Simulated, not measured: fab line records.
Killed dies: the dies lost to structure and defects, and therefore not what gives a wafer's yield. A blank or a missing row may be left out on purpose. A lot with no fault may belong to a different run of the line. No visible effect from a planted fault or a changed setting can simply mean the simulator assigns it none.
fab line records | flow n5Finfet
record lots=11 | wafers=33 | lastDay=18
route steps=1938 shown HKMG_FIN@444 BEOL_M15@1804 PASSIVATION@1936
lots untouched by any fault: they come from a run of this same line in which no faults occurred
startH: start of the lot's first displayed wafer, in hours after the record's first day | waitH: hours from the lot's prior step to this one | " the same as in the row above | L1.1+2: one row covering several wafers at once | - no value, or no start given | * or withheld: withheld | < > ~ a bound
route shown NAME@n: NAME is a module with steps in the file, n the number in the route of the first one | usual: the fault-free wafers' mean and standard deviation | same: alike in all rows | chamber/n: place in a boat | sites: the reading at each site | _std_site: standard deviation of those values | _edge_site: outer sites' mean less inner sites' | radiusMm: for every site, how far away it sits from the centre of the wafer | mask NAME#n: copy n | behind: the most recent tool/chamber to have shaped the wafer | hold: why the lot was held/for how many hours/how that ended | device: the n, p or np transistor that did not switch | end of line: at the end of the route, the tests of the same wafers | a step with no rows: only its recipe | killed: count of dies lost to structure and defects at first sort (not the wafer's yield) | map: per-die view of a wafer (x killed, . not killed, _ where there is no die)
set.NAME: setting as actually run; set.NAME@STEP: the setting as run at that earlier step | model.NAME: the simulator's own value behind a step, which no gauge read
route steps across a sampled set of lots; one table per step, one row per wafer
services: from which hour (startH, from the record's first day; less than 0 if before it) a tool's chamber was out of use, for how many hours, and why
## steps
# step N5_HKMG_FIN_ETCH_86
# recipe chemistry=N2/H2 | target=SOC | targetDepthA=3932 | stopOn=TiN | ionEnergyEv=100 | biasW=61 | pressureMtorr=30 | sourceW=850 | n2FlowSccm=200 | h2FlowSccm=200
# usual drypumpMotorCurrentA=5.8/0.46 | oesProductAu=0.76/0.088 | rfVppV=240.1/1.2 | showerheadPlenumPTorr=2.50/0.079 | throttleValvePct=17.79/0.29
lot.wafer | tool       | chamber | startH | waitH | drypumpMotorCurrentA | oesProductAu | rfHoursCounterH | rfVppV | showerheadPlenumPTorr | throttleValvePct
L396.3    | rieDiel-06 | 3       | 78.25  | -     | 6.5                  | 0.92         | 15              | 239.4  | 2.49                  | 17.64
L396.5    | "          | 2       | "      | "     | 5.5                  | 0.74         | -               | 239.7  | 2.46                  | 18.09
L396.6    | "          | 3       | "      | "     | 6.5                  | 0.93         | -               | 241.1  | 2.50                  | 17.63
L398.1    | rieDiel-06 | 2       | 87.48  | -     | 5.4                  | 0.74         | 163             | 239.1  | 2.45                  | 18.10
L398.4    | "          | 0       | "      | "     | 6.6                  | 0.71         | 221             | 240.5  | 2.49                  | 17.97
L398.5    | "          | 3       | "      | "     | 6.5                  | 0.91         | -               | 240.7  | 2.49                  | 17.66
L399.1    | rieDiel-05 | 1       | 94.06  | -     | 6.1                  | 0.91         | 12              | 240.6  | 2.52                  | 17.58
L399.4    | "          | 3       | "      | "     | 5.6                  | 0.68         | -               | 241.0  | 2.53                  | 18.34
L399.6    | "          | 0       | "      | "     | 5.7                  | 0.69         | -               | 239.6  | 2.39                  | 17.80
L400.1    | rieDiel-05 | 2       | 103.96 | -     | 5.1                  | 0.72         | 182             | 242.8  | 2.65                  | 17.67
L400.5    | "          | 2       | "      | "     | 5.1                  | 0.72         | -               | 241.1  | 2.65                  | 17.68
L400.6    | "          | 1       | "      | "     | 6.0                  | 0.91         | -               | 240.7  | 2.52                  | 17.59
L401.1    | rieDiel-05 | 1       | 108.25 | -     | 6.1                  | 0.90         | 16              | 240.4  | 2.52                  | 17.60
L401.2    | "          | 3       | "      | "     | 5.6                  | 0.68         | 245             | 242.0  | 2.52                  | 18.35
L401.3    | "          | 2       | "      | "     | 5.1                  | 0.72         | 183             | 242.0  | 2.65                  | 17.67
L408.2    | rieDiel-06 | 0       | 149.17 | -     | 6.6                  | 0.70         | 233             | 240.3  | 2.48                  | 18.01
L408.3    | "          | 3       | "      | "     | 6.5                  | 0.87         | 43              | 240.3  | 2.48                  | 17.72
L408.5    | "          | 2       | "      | "     | 5.5                  | 0.71         | -               | 239.6  | 2.44                  | 18.13
L409.1    | rieDiel-06 | 2       | 154.10 | -     | 5.5                  | 0.71         | 188             | 240.7  | 2.44                  | 18.13
L409.4    | "          | 1       | "      | "     | 6.0                  | 0.69         | 228             | 240.0  | 2.51                  | 18.14
L409.5    | "          | 3       | "      | "     | 6.5                  | 0.88         | -               | 240.4  | 2.48                  | 17.70
L411.1    | rieDiel-06 | 1       | 169.38 | -     | 6.0                  | 0.68         | 232             | 241.1  | 2.51                  | 18.16
L411.5    | "          | 2       | "      | "     | 5.4                  | 0.71         | -               | 238.6  | 2.44                  | 18.13
L411.6    | "          | 3       | "      | "     | 6.5                  | 0.86         | -               | 240.0  | 2.48                  | 17.71
L414.1    | rieDiel-04 | 0       | 186.11 | -     | 5.6                  | 0.68         | 243             | 238.9  | 2.41                  | 17.89
L414.3    | "          | 3       | "      | "     | 5.3                  | 0.88         | 35              | 238.4  | 2.48                  | 17.29
L414.4    | "          | 1       | "      | "     | 5.2                  | 0.71         | 190             | 241.1  | 2.43                  | 17.46
L416.2    | rieDiel-04 | 0       | 199.83 | -     | 5.6                  | 0.67         | 248             | 239.0  | 2.41                  | 17.91
L416.4    | "          | 2       | "      | "     | 5.8                  | 0.72         | 186             | 242.0  | 2.65                  | 18.05
L416.5    | "          | 3       | "      | "     | 5.3                  | 0.86         | -               | 239.2  | 2.48                  | 17.31
L418.1    | rieDiel-04 | 2       | 211.70 | -     | 5.8                  | 0.71         | 191             | 242.0  | 2.64                  | 18.06
L418.4    | "          | 3       | "      | "     | 5.3                  | 0.86         | -               | 240.5  | 2.47                  | 17.32
L418.5    | "          | 2       | "      | "     | 5.8                  | 0.72         | -               | 242.5  | 2.64                  | 18.07
# step N5_BEOL_M15_CD_MEAS_28
# recipe targetCdNm=407.6 | landingEnergyEv=500 | detector=seInlens
# usual cdNm=406.8/2.5
# same landingEnergyEv=500
lot.wafer | tool     | chamber | startH | waitH | cdNm
L396.3    | cdSem-02 | 0       | 244.32 | -     | 406.7
L396.5    | "        | 0       | "      | "     | 410.2
L396.6    | "        | 0       | "      | "     | 408.5
L398.1    | cdSem-02 | 0       | 261.59 | -     | 404.4
L398.4    | "        | 0       | "      | "     | 407.1
L398.5    | "        | 0       | "      | "     | 410.8
L399.1    | cdSem-02 | 0       | 266.73 | -     | 405.4
L399.4    | "        | 0       | "      | "     | 402.5
L399.6    | "        | 0       | "      | "     | 404.1
L400.1    | cdSem-02 | 0       | 267.11 | -     | 411.1
L400.5    | "        | 0       | "      | "     | 411.9
L400.6    | "        | 0       | "      | "     | 410.0
L401.1    | cdSem-01 | 0       | 269.53 | -     | 406.6
L401.2    | "        | 0       | "      | "     | 404.0
L401.3    | "        | 0       | "      | "     | 406.6
L408.2    | cdSem-01 | 0       | 322.38 | -     | 407.0
L408.3    | "        | 0       | "      | "     | 408.4
L408.5    | "        | 0       | "      | "     | 403.6
L409.1    | cdSem-02 | 0       | 334.66 | -     | 409.6
L409.4    | "        | 0       | "      | "     | 405.6
L409.5    | "        | 0       | "      | "     | 407.8
L411.1    | cdSem-01 | 0       | 359.03 | -     | 399.4
L411.5    | "        | 0       | "      | "     | 405.4
L411.6    | "        | 0       | "      | "     | 401.4
L416.2    | cdSem-01 | 0       | 387.74 | -     | 403.9
L416.4    | "        | 0       | "      | "     | 406.2
L416.5    | "        | 0       | "      | "     | 402.2
L414.1    | cdSem-02 | 0       | 389.00 | -     | 407.6
L414.3    | "        | 0       | "      | "     | 402.9
L414.4    | "        | 0       | "      | "     | 408.4
L418.1    | cdSem-02 | 0       | 400.96 | -     | 410.5
L418.4    | "        | 0       | "      | "     | 407.9
L418.5    | "        | 0       | "      | "     | 405.8
# step N5_BEOL_M15_STRIP_36
# recipe chemistry=O2 | powerW=600 | tempC=60 | pressureMtorr=30 | rfFrequencyHz=6e+07 | biasPowerW=0 | overashFraction=0.3 | o2FlowSccm=225
# usual drypumpMotorCurrentA=5.6/0.43 | oesProductAu=0.84/0.11 | rfVppV=3.7/0.91 | showerheadPlenumPTorr=2.11/0.076 | throttleValvePct=16.68/0.23
lot.wafer | tool       | chamber | startH | waitH | drypumpMotorCurrentA | oesProductAu | rfHoursCounterH | rfVppV | showerheadPlenumPTorr | throttleValvePct
L396.3    | rieDiel-02 | 2       | 247.10 | 2.4   | 5.6                  | 0.72         | 236             | 2.1    | 1.99                  | 16.79
L396.5    | "          | 1       | "      | "     | 6.3                  | 0.73         | -               | 2.6    | 2.06                  | 16.56
L396.6    | "          | 0       | "      | "     | 5.3                  | 0.83         | -               | 4.8    | 2.07                  | 16.71
L398.1    | rieDiel-01 | 0       | 262.35 | 0.3   | 5.6                  | 0.86         | 58              | 4.6    | 2.11                  | 16.39
L398.4    | "          | 3       | "      | "     | 6.6                  | 0.73         | -               | 2.7    | 2.18                  | 17.02
L398.5    | "          | 1       | "      | "     | 6.6                  | 0.65         | -               | 3.9    | 1.97                  | 16.45
L401.1    | rieDiel-01 | 2       | 272.27 | 2.4   | 5.7                  | 1.01         | 1               | 3.6    | 2.08                  | 16.79
L401.2    | "          | 3       | "      | "     | 6.6                  | 0.71         | 201             | 2.9    | 2.18                  | 17.01
L401.3    | "          | 0       | "      | "     | 5.5                  | 0.87         | 61              | 3.7    | 2.11                  | 16.35
L400.1    | rieDiel-02 | 2       | 272.31 | 4.6   | 5.6                  | 0.70         | 243             | 4.0    | 1.99                  | 16.81
L400.5    | "          | 2       | "      | "     | 5.6                  | 0.71         | -               | 3.0    | 1.99                  | 16.81
L400.6    | "          | 1       | "      | "     | 6.2                  | 0.71         | -               | 3.1    | 2.06                  | 16.56
L399.1    | rieDiel-03 | 1       | 272.35 | 5.0   | 5.8                  | 0.74         | 213             | 4.6    | 2.01                  | 17.08
L399.4    | "          | 1       | "      | "     | 5.7                  | 0.73         | -               | 5.4    | 2.01                  | 17.06
L399.6    | "          | 3       | "      | "     | 5.1                  | 0.70         | -               | 3.2    | 2.07                  | 16.91
L408.2    | rieDiel-01 | 3       | 328.99 | 6.2   | 6.6                  | 0.71         | 217             | 2.8    | 2.17                  | 17.01
L408.3    | "          | 2       | "      | "     | 5.7                  | 0.94         | 18              | 3.1    | 2.08                  | 16.86
L408.5    | "          | 3       | "      | "     | 6.6                  | 0.70         | -               | 2.4    | 2.17                  | 17.03
L409.1    | rieDiel-01 | 2       | 336.58 | 1.6   | 5.7                  | 0.93         | 19              | 3.2    | 2.08                  | 16.86
L409.4    | "          | 0       | "      | "     | 5.6                  | 0.81         | 80              | 2.3    | 2.10                  | 16.44
L409.5    | "          | 0       | "      | "     | 5.6                  | 0.82         | -               | 2.7    | 2.10                  | 16.41
L411.1    | rieDiel-02 | 0       | 361.18 | 1.8   | 5.3                  | 0.79         | 88              | 4.5    | 2.06                  | 16.78
L411.5    | "          | 3       | "      | "     | 5.5                  | 0.81         | -               | 4.1    | 2.23                  | 16.66
L411.6    | "          | 2       | "      | "     | 5.6                  | 0.95         | -               | 3.5    | 2.25                  | 16.35
L416.2    | rieDiel-02 | 0       | 388.57 | 0.4   | 5.2                  | 0.76         | 97              | 5.2    | 2.05                  | 16.81
L416.4    | "          | 2       | "      | "     | 5.6                  | 0.94         | -               | 4.0    | 2.24                  | 16.35
L416.5    | "          | 0       | "      | "     | 5.2                  | 0.78         | -               | 4.4    | 2.05                  | 16.79
L414.1    | rieDiel-03 | 0       | 392.20 | 2.6   | 5.7                  | 0.93         | 30              | 4.3    | 2.13                  | 16.64
L414.3    | "          | 3       | "      | "     | 5.1                  | 0.98         | 4               | 3.4    | 2.06                  | 16.51
L414.4    | "          | 2       | "      | "     | 5.3                  | 0.91         | 37              | 4.3    | 2.13                  | 16.54
L418.1    | rieDiel-03 | 2       | 403.03 | 1.7   | 5.2                  | 0.90         | 40              | 2.7    | 2.13                  | 16.52
L418.4    | "          | 2       | "      | "     | 5.2                  | 0.94         | -               | 2.9    | 2.13                  | 16.49
L418.5    | "          | 0       | "      | "     | 5.6                  | 0.92         | -               | 2.1    | 2.13                  | 16.70
# step N5_BEOL_M15_SPUTTER_45
# recipe material=Cu | targetThkA=1000 | tempC=-20 | biasV=60 | powerW=26000 | chamberPressurePa=0.13 | timeS=16.67
# usual throttleValvePct=29.9/0.85
lot.wafer | tool          | chamber | startH | waitH | throttleValvePct
L396.3    | pvdSputter-01 | -       | 247.99 | 0.0   | 30.1
L396.5    | "             | -       | "      | "     | 29.7
L396.6    | "             | -       | "      | "     | 29.5
L398.1    | pvdSputter-01 | -       | 263.10 | 0.0   | 30.3
L398.4    | "             | -       | "      | "     | 29.5
L398.5    | "             | -       | "      | "     | 30.1
L401.1    | pvdSputter-01 | -       | 273.02 | 0.0   | 30.3
L401.2    | "             | -       | "      | "     | 29.4
L401.3    | "             | -       | "      | "     | 29.4
L400.1    | pvdSputter-01 | -       | 273.42 | 0.0   | 30.3
L400.5    | "             | -       | "      | "     | 30.3
L400.6    | "             | -       | "      | "     | 30.2
L399.1    | pvdSputter-01 | -       | 277.56 | 0.0   | 29.2
L399.4    | "             | -       | "      | "     | 29.9
L399.6    | "             | -       | "      | "     | 30.4
L408.2    | pvdSputter-03 | -       | 329.99 | 0.0   | 31.4
L408.3    | "             | -       | "      | "     | 28.9
L408.5    | "             | -       | "      | "     | 30.0
L409.1    | pvdSputter-02 | -       | 337.96 | 0.0   | 30.1
L409.4    | "             | -       | "      | "     | 28.2
L409.5    | "             | -       | "      | "     | 31.3
L411.1    | pvdSputter-01 | -       | 361.94 | 0.0   | 29.3
L411.5    | "             | -       | "      | "     | 30.3
L411.6    | "             | -       | "      | "     | 29.3
L416.2    | pvdSputter-02 | -       | 389.37 | 0.0   | 28.3
L416.4    | "             | -       | "      | "     | 29.9
L416.5    | "             | -       | "      | "     | 29.7
L414.1    | pvdSputter-01 | -       | 393.09 | 0.0   | 29.1
L414.3    | "             | -       | "      | "     | 30.5
L414.4    | "             | -       | "      | "     | 30.3
L418.1    | pvdSputter-03 | -       | 403.99 | 0.0   | 28.8
L418.4    | "             | -       | "      | "     | 29.9
L418.5    | "             | -       | "      | "     | 29.0
# step N5_PASSIVATION_PROBE_49
# usual defectLimitedYield=91.1/1.5 | killed_at_M0_to_M3=37/11 | killed_at_M4_up=13/5.6 | killedAtContacts=12/5.6 | killedAtFrontEnd=39/11 | killedAtOther=4/3.1 | killedDies=105/18 | killedOpen=69/13 | killedShort=35/7.4 | sort_bin_5_function=5.1/0.92 | sort_bin_6_memory=3.4/0.76 | sort_bin_8_speed=0.02/0.11 | sortNPass=1075/18 | sortYieldPct=91.1/1.5
# same grossDies=1180 | killedAtBackSide=0 | sort_bin_4_leakage[%]=0
lot.wafer | tool      | chamber | startH | waitH | defectLimitedYield[%] | killed_at_M0_to_M3 | killed_at_M4_up | killedAtContacts | killedAtFrontEnd | killedAtOther | killedDies | killedOpen | killedShort | sort_bin_5_function[%] | sort_bin_6_memory[%] | sort_bin_8_speed[%] | sortNPass | sortYieldPct[%]
L408.2    | prober-01 | -       | 344.24 | 0.1   | 85.3                  | 26                 | 8               | 3                | 131              | 6             | 174        | 45         | 20          | 9.3                    | 3.6                  | 0                   | 1006      | 85.3
L408.3    | prober-01 | -       | 344.29 | 0.1   | 87.3                  | 24                 | 2               | 3                | 113              | 8             | 150        | 34         | 28          | 8.6                    | 2.8                  | 0                   | 1030      | 87.3
L408.5    | prober-01 | -       | 344.39 | 0.2   | 83.5                  | 42                 | 5               | 7                | 138              | 3             | 195        | 64         | 23          | 10.3                   | 4.8                  | 0                   | 985       | 83.5
L409.1    | prober-01 | -       | 354.93 | 0.0   | 82.5                  | 29                 | 17              | 8                | 144              | 8             | 206        | 62         | 37          | 10.8                   | 4.6                  | 0                   | 974       | 82.5
L409.4    | prober-01 | -       | 355.08 | 0.2   | 84.0                  | 24                 | 11              | 10               | 140              | 4             | 189        | 45         | 30          | 11.0                   | 3.1                  | 0.17                | 989       | 83.8
L409.5    | prober-01 | -       | 355.13 | 0.2   | 86.4                  | 18                 | 15              | 13               | 112              | 3             | 161        | 50         | 21          | 9.2                    | 2.6                  | 0                   | 1019      | 86.4
L411.1    | prober-01 | -       | 377.91 | 0.0   | 82.6                  | 29                 | 17              | 17               | 142              | 0             | 205        | 62         | 31          | 11.0                   | 4.9                  | 0                   | 975       | 82.6
L411.5    | prober-01 | -       | 378.11 | 0.2   | 82.6                  | 29                 | 10              | 11               | 151              | 4             | 205        | 53         | 34          | 10.3                   | 5.1                  | 0                   | 975       | 82.6
L411.6    | prober-01 | -       | 378.16 | 0.3   | 84.6                  | 26                 | 7               | 11               | 138              | 0             | 182        | 56         | 34          | 10.1                   | 3.9                  | 0                   | 998       | 84.6
# killed by level:class
L408.2 HKMG_FIN:unspecified=108 BEOL_M2:geometricParticle:open=9 BEOL_M0_SAQP:geometricParticle:open=6 STI_FIN_REVEAL:geometricParticle:open=4 GATE_CUT:geometricParticle:open=4 FIN_SAQP:geometricParticle:short=3 ILD0:geometricParticle:short=3 ILD0:geometricParticle:open=3
L408.3 HKMG_FIN:unspecified=88 BEOL_M0_SAQP:geometricParticle:short=9 STI_FIN_REVEAL:geometricParticle:open=5 GATE_CUT:geometricParticle:short=5 FIN_SAQP:geometricParticle:short=4 BEOL_M3:geometricParticle:open=4 DUMMY_GATE:geometricParticle:open=3 BEOL_M0_SAQP:geometricParticle:open=3
L408.5 HKMG_FIN:unspecified=108 BEOL_M0_SAQP:geometricParticle:open=12 DUMMY_GATE:geometricParticle:open=11 BEOL_M0_SAQP:geometricParticle:short=11 BEOL_M0:geometricParticle:open=7 BEOL_M2:geometricParticle:open=6 STI_FIN_REVEAL:geometricParticle:open=5 MOL_CONTACT_COAG:geometricParticle:open=5
L409.1 HKMG_FIN:unspecified=107 FIN_SAQP:geometricParticle:open=10 BEOL_M4:geometricParticle:open=10 FIN_SAQP:geometricParticle:short=9 BEOL_M0_SAQP:geometricParticle:short=8 BEOL_M0_SAQP:geometricParticle:open=6 MOL_CONTACT_COAG:geometricParticle:short=5 BEOL_M3:geometricParticle:open=5
L409.4 HKMG_FIN:unspecified=114 MOL_CONTACT_COAG:geometricParticle:open=7 BEOL_M0_SAQP:geometricParticle:open=5 BEOL_M1:geometricParticle:open=5 FIN_SAQP:geometricParticle:short=4 FIN_SAQP:geometricParticle:open=4 BEOL_M0_SAQP:geometricParticle:short=4 DUMMY_GATE:geometricParticle:open=3
L409.5 HKMG_FIN:unspecified=90 MOL_CONTACT_COAG:geometricParticle:open=11 BEOL_M4:geometricParticle:open=7 BEOL_M1:geometricParticle:open=7 STI_FIN_REVEAL:geometricParticle:open=6 BEOL_M0_SAQP:geometricParticle:short=4 FIN_SAQP:geometricParticle:open=3 BEOL_M3:geometricParticle:open=3
L411.1 HKMG_FIN:unspecified=111 MOL_CONTACT_COAG:geometricParticle:open=15 FIN_SAQP:geometricParticle:short=10 BEOL_M0_SAQP:geometricParticle:open=8 BEOL_M0_SAQP:geometricParticle:short=8 BEOL_M4:geometricParticle:open=8 FIN_SAQP:geometricParticle:open=7 BEOL_M2:geometricParticle:open=7
L411.5 HKMG_FIN:unspecified=118 BEOL_M0_SAQP:geometricParticle:open=10 MOL_CONTACT_COAG:geometricParticle:open=9 FIN_SAQP:geometricParticle:open=7 GATE_CUT:geometricParticle:short=7 BEOL_M0_SAQP:geometricParticle:short=7 FIN_SAQP:geometricParticle:short=5 STI_FIN_REVEAL:geometricParticle:open=4
L411.6 HKMG_FIN:unspecified=92 FIN_SAQP:geometricParticle:short=11 FIN_SAQP:geometricParticle:open=9 MOL_CONTACT_COAG:geometricParticle:open=9 BEOL_M1:geometricParticle:open=6 BEOL_M3:geometricParticle:open=6 STARTING-WAFER:geometricParticle:short=6 DUMMY_GATE:geometricParticle:open=5
## services
tool          | chamber | startH | hours | kind
rieDiel-06    | -       | 59.51  | 0.8   | repair
rieDiel-05    | 2       | 59.86  | 3.2   | repair
rieDiel-05    | -       | 63.26  | 0.9   | repair
pvdSputter-01 | -       | 63.69  | 0.6   | repair
rieDiel-03    | 1       | 76.00  | 12.8  | repair
rieDiel-05    | 2       | 90.55  | 4.2   | repair
rieDiel-01    | -       | 94.55  | 4.1   | repair
rieDiel-06    | 0       | 107.86 | 29.5  | repair
rieDiel-05    | 2       | 112.56 | 7.4   | repair
rieDiel-04    | 2       | 130.36 | 10.1  | repair
rieDiel-02    | -       | 204.96 | 14.6  | pm
rieDiel-01    | 3       | 218.89 | 5.0   | repair
rieDiel-02    | 0       | 225.17 | 5.2   | repair
rieDiel-01    | 2       | 237.75 | 12.4  | repair
rieDiel-06    | -       | 267.21 | 0.6   | repair
rieDiel-06    | -       | 275.37 | 4.3   | pm
rieDiel-06    | 2       | 294.86 | 13.9  | repair
rieDiel-02    | 2       | 301.04 | 12.7  | repair
rieDiel-01    | 1       | 326.94 | 2.6   | repair
rieDiel-02    | 1       | 334.58 | 3.1   | repair
rieDiel-06    | 3       | 352.68 | 16.5  | repair
rieDiel-02    | 3       | 379.35 | 6.9   | repair
rieDiel-01    | -       | 381.04 | 0.8   | repair
rieDiel-01    | 1       | 387.40 | 9.6   | repair
## key
firstSign step=N5_PASSIVATION_PROBE_49 | reading=killedAtFrontEnd | direction=up | sigmas=8.6 | usual=39 | struck=134
effect step=N5_PASSIVATION_PROBE_49 | reading=defectLimitedYield | direction=down | sigmas=4.5 | usual=91.1 | struck=84.3
moreKillsBornAt N5_HKMG_FIN_ETCH_86@rieDiel-06=936
metAt N5_HKMG_FIN_ETCH_86
struckLots L408,L409,L411
notActingAt N5_BEOL_M15_CD_MEAS_28,N5_BEOL_M15_STRIP_36,N5_BEOL_M15_SPUTTER_45
onsetBetween 87.48 149.17
fault kind=chamberParticleSource | tool=rieDiel-06 | chamber=- | onsetH=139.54 | steps=N5_HKMG_FIN_ETCH_86 | ratePerVisitCm2=0.65064 | endH=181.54
